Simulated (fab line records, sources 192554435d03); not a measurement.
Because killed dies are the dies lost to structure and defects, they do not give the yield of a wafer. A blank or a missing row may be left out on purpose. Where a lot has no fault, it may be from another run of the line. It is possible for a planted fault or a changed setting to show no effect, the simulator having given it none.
fab line records	flow n5-finfet
record lots=4	wafers=12	last-day=16
route steps=1938 shown BEOL_M10@1530 BEOL_M11@1536
lots untouched by any fault: they come from a run of this same line in which no faults occurred
start-h: hours from the record's opening day to when the first of the lot's shown wafers began	wait-h: hours elapsed since this lot's preceding step	" repeats the value in the row above	L1.1+2: a row that stands for several wafers	- value missing, or start not given	* or withheld: withheld	< > ~ a bound
route shown NAME@n: NAME is a module with steps in the file, n the number in the route of the first one	usual: mean/standard deviation of fault-free wafers	same: alike in all rows	chamber/n: place in a boat	sites: per-site readings	_std_site: their standard deviation	_edge_site: mean of outer sites minus mean of inner sites	radius-mm: for every site, how far away it sits from the centre of the wafer	mask NAME#n: copy n	behind: tool/chamber where the wafer was last shaped	hold: why the lot went on hold/how many hours it stayed there/how the hold came to an end	device: transistor that didn't switch, given as n, p or np	end of line: the tests these same wafers got at the end of their route	step lacking rows: just its recipe	killed: the dies lost at the first sort to structure and to defects; this is not the yield of the wafer	map: per-die view of a wafer (x killed, . not killed, _ where there is no die)
set.NAME: the setting as run; set.NAME@STEP: as run at that earlier step	model.NAME: the simulator's own value behind a step, which no gauge read
certain route steps with their lots: each step a table, each wafer a row
services: when a tool's chamber went out of use (start-h, in hours from the record's first day, below 0 if earlier), for how many hours, and the reason
## steps
# step N5_BEOL_M10_CMP_52
# recipe stop-on=SiCOH_lowk	t-overpolish-s=7	down-force-psi=1	platen-rpm=50	clearing-platen-down-force-psi=1.5	clearing-platen-rpm=50	post-cmp-clean=cu-alkaline	target-thk-nm=140	clearing-platen-pad-velocity-m-s=0.99484	pad-velocity-m-s=0.99484
# step N5_BEOL_M10_PRE_CLEAN_55
# recipe gas=NH3	time-s=15	temp-c=withheld	rf-power-w=300
# step N5_BEOL_M10_DEP_56
# recipe material=SiCN	target-thk-a=150	temp-c=withheld	precursor=3MS/NH3	pressure-torr=3	rf-w=202	time-s=26.5
# step N5_BEOL_M11_ILD_DEP_00
# recipe material=SiCOH_lowk	target-thk-a=3085.1	temp-c=300	precursor=DEMS/porogen	pressure-torr=5	rf-w=500	time-s=58
# step N5_BEOL_M11_CURE_71
# recipe temp-c=385	time-s=240	ambient=He/Ar	material=SiCOH_lowk
# step N5_BEOL_M11_PECVD_70
# recipe material=SiO2	target-thk-a=200	temp-c=400	precursor=TEOS/O2	pressure-torr=5.5	rf-w=450	teos-flow-sccm=53.8	gas=O2	flow-sccm=3000	time-s=22.7
# step N5_BEOL_M11_HM_DEP_02
# recipe material=TiN	target-thk-a=200	temp-c=25	chamber-pressure-pa=0.49996
# step N5_BEOL_M11_COAT_59
# recipe resist=SOC	temp-c=250	time-s=60	spin-rpm=1500	resist-thk-nm=100
# step N5_BEOL_M11_COAT_60
# recipe resist=SiARC	temp-c=220	time-s=60	spin-rpm=1500	resist-thk-nm=30
# usual chill-plate-temp-C=23.00/0.098	spin-speed-rpm=1500.1/1.2
# same time-s=60
lot.wafer	tool	chamber	start-h	wait-h	chill-plate-temp-C	spin-speed-rpm	model.SiARC_of_BEOL_M11_COAT_60.thk-nm
L968.4	litho-track-02	0	243.68	-	23.01	1499.2	30.2
L968.5	"	0	"	"	23.00	1499.7	30
L968.6	"	0	"	"	23.04	1499.0	30.2
L974.1	litho-track-02	0	291.71	-	22.94	1266.1	32.8
L974.2	"	0	"	"	22.99	1264.9	32.6
L974.6	"	0	"	"	23.17	1264.2	32.8
L976.1	litho-track-02	0	299.52	-	22.94	1266.7	32.8
L976.2	"	0	"	"	22.73	1263.9	32.8
L976.4	"	0	"	"	23.07	1265.2	32.8
L981.4	litho-track-04	0	336.59	-	23.04	1501.6	30
L981.5	"	0	"	"	23.01	1500.1	30.2
L981.6	"	0	"	"	23.10	1499.2	30
# step N5_BEOL_M11_COAT_05
# recipe resist=CAR-ArF	spin-rpm=1500	resist-thk-nm=90
# step N5_BEOL_M11_EBR_07
# recipe solvent=PGMEA	ebr-width-mm=1.5
# step N5_BEOL_M11_SOFTBAKE_06
# recipe temp-c=110	time-s=60	resist=CAR-ArF
# step N5_BEOL_M11_EXPOSE_08
# recipe mask-id=M11	na=1.35	source-shape=dipole	sigma-inner=0.411	sigma-outer=0.611	polarization=te	dose-mj=53.75
# step N5_BEOL_M11_PEB_09
# recipe peb-temp-c=withheld	peb-time-s=60	resist=CAR-ArF
# step N5_BEOL_M11_DEVELOP_10
# recipe develop-time-s=30	developer=TMAH	resist=CAR-ArF	rinse-liquid=diw	dry=air-spin	dev-temp-c=23
# step N5_BEOL_M11_DESCUM_16
# recipe chemistry=O2	time-s=7.9	source-power-w=50	bias-power-w=20	pressure-mtorr=20	rf-frequency-hz=2.712e+07	temp-c=40	resist=CAR-ArF	o2-flow-sccm=225
# step N5_BEOL_M11_ETCH_61
# recipe chemistry=CF4	target=SiARC	target-depth-a=390	mask-material=CAR-ArF	time-s=65	ion-energy-ev=80	pressure-mtorr=40	source-w=545	bias-w=36	Ar_flow_sccm=100	cf4-flow-sccm=100	ends=cleared
# usual drypump-motor-current-A=5.6/0.47	etch-rf-on-time-s=64.6/0.95	oes-product-au=0.68/0.078	rf-vpp-V=184.1/1.2	showerhead-plenum-p-Torr=2.15/0.069	throttle-valve-pct=15.57/0.22
lot.wafer	tool	chamber	start-h	wait-h	drypump-motor-current-A	etch-rf-on-time-s	oes-product-au	rf-hours-counter-h	rf-vpp-V	showerhead-plenum-p-Torr	throttle-valve-pct	model.etch.depth-nm	model.CAR-ArF_of_BEOL_M11_COAT_05.thk-nm
L968.4	rie-diel-03	0	244.19	0.0	5.5	64.9	0.68	115	183.8	2.15	15.49	30.1	55.6
L968.5	"	2	"	"	4.8	63.9	0.78	-	183.6	2.19	15.49	30.06	55.2
L968.6	"	3	"	"	5.3	66.1	0.59	-	183.6	2.12	15.70	30.14	55.4
L974.1	rie-diel-03	2	292.08	0.0	4.8	70.2	0.76	41	184.7	2.18	15.52	32.74	53.4
L974.2	"	3	"	"	5.4	71.4	0.58	235	183.6	2.12	15.75	32.7	53
L974.6	"	2	"	"	4.8	69.4	0.76	-	184.9	2.18	15.53	32.75	52.8
L976.1	rie-diel-05	1	300.01	0.0	5.0	71.7	0.60	246	184.5	2.19	15.59	32.79	53.4
L976.2	"	3	"	"	5.5	69.6	0.62	209	181.8	2.04	15.81	32.81	53.4
L976.4	"	1	"	"	5.0	71.9	0.59	-	184.8	2.19	15.59	32.86	53.6
L981.4	rie-diel-02	1	337.07	0.0	5.4	64.1	0.70	71	184.1	2.16	15.35	29.96	55.6
L981.5	"	2	"	"	5.2	64.3	0.62	-	185.3	2.12	15.81	30.12	55.2
L981.6	"	1	"	"	5.4	64.2	0.70	-	183.2	2.16	15.35	30	55.4
# step N5_BEOL_M11_ETCH_62
# recipe chemistry=N2/H2	target=SOC	target-depth-a=1100	overetch-a=220	mask-material=SiARC	temp-c=40	time-s=165	ion-energy-ev=200	pressure-mtorr=30	source-w=840	bias-w=150	n2-flow-sccm=200	h2-flow-sccm=200
# usual drypump-motor-current-A=5.6/0.47	n2-flow-sccm=200.0/0.57	oes-product-au=0.67/0.074	rf-vpp-V=524.2/2.5	showerhead-plenum-p-Torr=2.56/0.086	temp-c=39.99/0.11	throttle-valve-pct=17.76/0.24
# same time-s=165
lot.wafer	tool	chamber	start-h	wait-h	drypump-motor-current-A	n2-flow-sccm	oes-product-au	rf-hours-counter-h	rf-vpp-V	showerhead-plenum-p-Torr	temp-c	throttle-valve-pct	model.SiARC_of_BEOL_M11_COAT_60.thk-nm
L968.4	rie-diel-03	0	244.24	0.0	5.6	200.6	0.66	115	523.2	2.56	39.86	17.79	23.8
L968.5	"	2	"	"	4.8	199.5	0.76	-	526.3	2.60	39.99	17.70	23.6
L968.6	"	3	"	"	5.4	200.2	0.59	-	523.1	2.51	39.86	17.82	23.8
L974.1	rie-diel-03	2	292.13	0.0	4.8	200.3	0.75	41	525.2	2.59	39.96	17.72	26.2
L974.2	"	3	"	"	5.4	201.0	0.58	235	523.8	2.50	40.04	17.87	26.2
L974.6	"	2	"	"	4.8	199.0	0.75	-	524.8	2.59	39.87	17.72	26.2
L976.1	rie-diel-05	1	300.06	0.0	5.0	200.3	0.59	246	525.7	2.61	40.03	17.84	26.4
L976.2	"	3	"	"	5.5	199.9	0.61	209	520.3	2.42	39.98	18.02	26.4
L976.4	"	1	"	"	5.0	200.8	0.59	-	525.6	2.61	39.93	17.84	26.6
L981.4	rie-diel-02	1	337.12	0.0	5.4	199.4	0.69	71	526.4	2.57	39.87	17.61	23.2
L981.5	"	2	"	"	5.2	200.4	0.62	-	522.1	2.52	39.82	18.07	23.6
L981.6	"	1	"	"	5.4	200.1	0.69	-	524.2	2.57	39.88	17.60	23.2
# step N5_BEOL_M11_STRIP_68
# recipe chemistry=N2/H2	temp-c=40	n2-flow-sccm=200	h2-flow-sccm=200	rf-frequency-hz=6e+07
## services
tool	chamber	start-h	hours	kind
rie-diel-05	0	241.21	-	clean
rie-diel-05	0	241.21	-	consumable-replace:focus-ring
rie-diel-05	0	241.21	16.2	scheduled-down
rie-diel-05	0	241.21	16.2	vent-cycle
rie-diel-02	-	243.38	28.1	pm
rie-diel-05	-	253.86	0.2	repair
rie-diel-05	2	270.57	-	clean
rie-diel-05	2	270.57	-	consumable-replace:focus-ring
rie-diel-05	2	270.57	-	consumable-replace:showerhead
rie-diel-05	2	270.57	31.4	scheduled-down
rie-diel-05	2	270.57	31.4	vent-cycle
rie-diel-02	3	290.29	7.6	repair
rie-diel-02	1	297.44	11.5	repair
rie-diel-03	0	312.23	12.7	repair
rie-diel-05	1	313.46	-	clean
rie-diel-05	1	313.46	-	consumable-replace:focus-ring
rie-diel-05	1	313.46	15.3	scheduled-down
rie-diel-05	1	313.46	15.3	vent-cycle
## key
first-sign step=N5_BEOL_M11_COAT_60	reading=spin-speed-rpm	direction=down	sigmas=99+	usual=*	struck=*
effect step=N5_BEOL_M11_ETCH_61	reading=etch-rf-on-time-s	direction=up	sigmas=6.4	usual=*	struck=*
model-effect step=N5_BEOL_M11_COAT_60	value=SiARC_of_BEOL_M11_COAT_60.thk-nm	without=30.1	struck=32.77
model-effect step=N5_BEOL_M11_ETCH_61	value=etch.depth-nm	without=30.11	struck=32.78
model-effect step=N5_BEOL_M11_ETCH_62	value=SiARC_of_BEOL_M11_COAT_60.thk-nm	without=23.67	struck=26.33
met-at N5_BEOL_M11_COAT_60
struck-wafers L974.1,L974.2,L974.6,L976.1,L976.2,L976.4
onset-between 243.68 291.71
fault kind=process-parameter-drift	tool=litho-track-02	chamber=-	onset-h=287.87	steps=N5_BEOL_M11_COAT_60	channel=spin-rpm	offset=*	shape=step	end-h=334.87	acts-in=*	stated=*
